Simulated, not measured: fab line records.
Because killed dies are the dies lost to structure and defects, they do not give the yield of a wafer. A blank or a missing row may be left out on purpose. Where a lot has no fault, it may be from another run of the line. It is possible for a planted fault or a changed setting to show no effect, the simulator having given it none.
Split-lot study + flow n5_finfet + 21 wafers read from 7 lots, route of 1938 steps

## THE SPLIT ITSELF
At N5_BEOL_M3_COAT_05 (resist thk 30 nm), the setting spin_rpm was moved away from the recipe's 1500 rpm on 6 of the 21 wafers read, by -10.6% to +4.1%. This setting was run at the recipe's value on the other wafers.

The reading comes from the split's own step.

## THE READING
CAR-EUV_of_BEOL_M3_COAT_05.thk_nm (the simulator's own value, which no gauge read), in nm, at N5_BEOL_M3_COAT_05 (resist thk 30 nm). The file does not state a usual value for it. Average 30.0 nm, standard deviation 0.073 nm, over the 15 wafers here run with the recipe.

| wafer  | tool, chamber at the split | spin_rpm as run, rpm | against the recipe | CAR-EUV_of_BEOL_M3_COAT_05.thk_nm, nm | against lot-mates on the recipe |
|--------|----------------------------|----------------------|--------------------|---------------------------------------|---------------------------------|
| L074.1 | litho_track-03, 0          | 1500                 | recipe             | 30                                    | -                               |
| L074.2 | litho_track-03, 0          | 1500                 | recipe             | 30                                    | -                               |
| L074.5 | litho_track-03, 0          | 1500                 | recipe             | 30                                    | -                               |
| L079.3 | litho_track-03, 0          | 1500                 | recipe             | 30                                    | -                               |
| L079.4 | litho_track-03, 0          | 1561                 | +4.1%              | 29.4                                  | -0.6                            |
| L079.5 | litho_track-03, 0          | 1561                 | +4.1%              | 29.4                                  | -0.6                            |
| L081.1 | litho_track-03, 0          | 1428                 | -4.8%              | 30.6                                  | +0.7                            |
| L081.2 | litho_track-03, 0          | 1500                 | recipe             | 30                                    | -                               |
| L081.3 | litho_track-03, 0          | 1500                 | recipe             | 29.8                                  | -                               |
| L080.3 | litho_track-02, 0          | 1415                 | -5.7%              | 31                                    | +1.0                            |
| L080.5 | litho_track-02, 0          | 1500                 | recipe             | 30                                    | -                               |
| L080.6 | litho_track-02, 0          | 1500                 | recipe             | 30                                    | -                               |
| L089.1 | litho_track-05, 0          | 1435                 | -4.3%              | 30.8                                  | +0.7                            |
| L089.2 | litho_track-05, 0          | 1500                 | recipe             | 30                                    | -                               |
| L089.6 | litho_track-05, 0          | 1500                 | recipe             | 30.2                                  | -                               |
| L092.2 | litho_track-05, 0          | 1500                 | recipe             | 30                                    | -                               |
| L092.4 | litho_track-05, 0          | 1500                 | recipe             | 30                                    | -                               |
| L092.5 | litho_track-05, 0          | 1500                 | recipe             | 30                                    | -                               |
| L094.1 | litho_track-03, 0          | 1500                 | recipe             | 30                                    | -                               |
| L094.3 | litho_track-03, 0          | 1500                 | recipe             | 30                                    | -                               |
| L094.6 | litho_track-03, 0          | 1341                 | -10.6%             | 31.6                                  | +1.6                            |

FIT RESULTS
A straight line over all 21 wafers: CAR-EUV_of_BEOL_M3_COAT_05.thk_nm changes by -0.154 nm for each +1% of spin_rpm; r = -0.99; the points scatter about the line by 0.084 nm.
The same after taking each lot's own level away (the mean of its wafers on the recipe; 21 wafers): -0.154 nm for each +1%; r = -0.99; scatter 0.056 nm.
That fit puts the effect of the largest move of spin_rpm on the reading at 1.6 nm.
Measured against the standard deviation above, the lots' own levels, which go from 29.90 to 30.10 nm, span 2.7 times it.
Hence the lot-to-lot level has little effect on the slope; both slopes agree.
Check: for one of the wafers moved furthest among these (-10.6%), held out of the fit, the line's prediction against its lot-mates is +1.68 nm. Against them it came out at +1.6 nm.

## THE OTHER SPLITS THESE WAFERS WENT THROUGH
Before the reading, these wafers also passed through other splits. Each is held against what the fit with the lots' levels taken away leaves over:
| other split on the same wafers    | wafers away from the commonest value | r with CAR-EUV_of_BEOL_M3_COAT_05.thk_nm (lot level and that fit taken away) |
|-----------------------------------|--------------------------------------|------------------------------------------------------------------------------|
| N5_BEOL_M1_HM_DEP_02 target_thk_a | 5                                    | +0.00                                                                        |
| N5_BEOL_M1_COAT_67 spin_rpm       | 8                                    | +0.31                                                                        |
| N5_BEOL_M1_EXPOSE_25 dose_mj      | 7                                    | -0.30                                                                        |
| N5_BEOL_M2_VIA_ETCH_34 source_w   | 9                                    | +0.26                                                                        |

## FILE'S OWN FIT
CAR-EUV_of_BEOL_M3_COAT_05.thk_nm changes by -0.155 nm for each +1% of spin_rpm, r = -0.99.
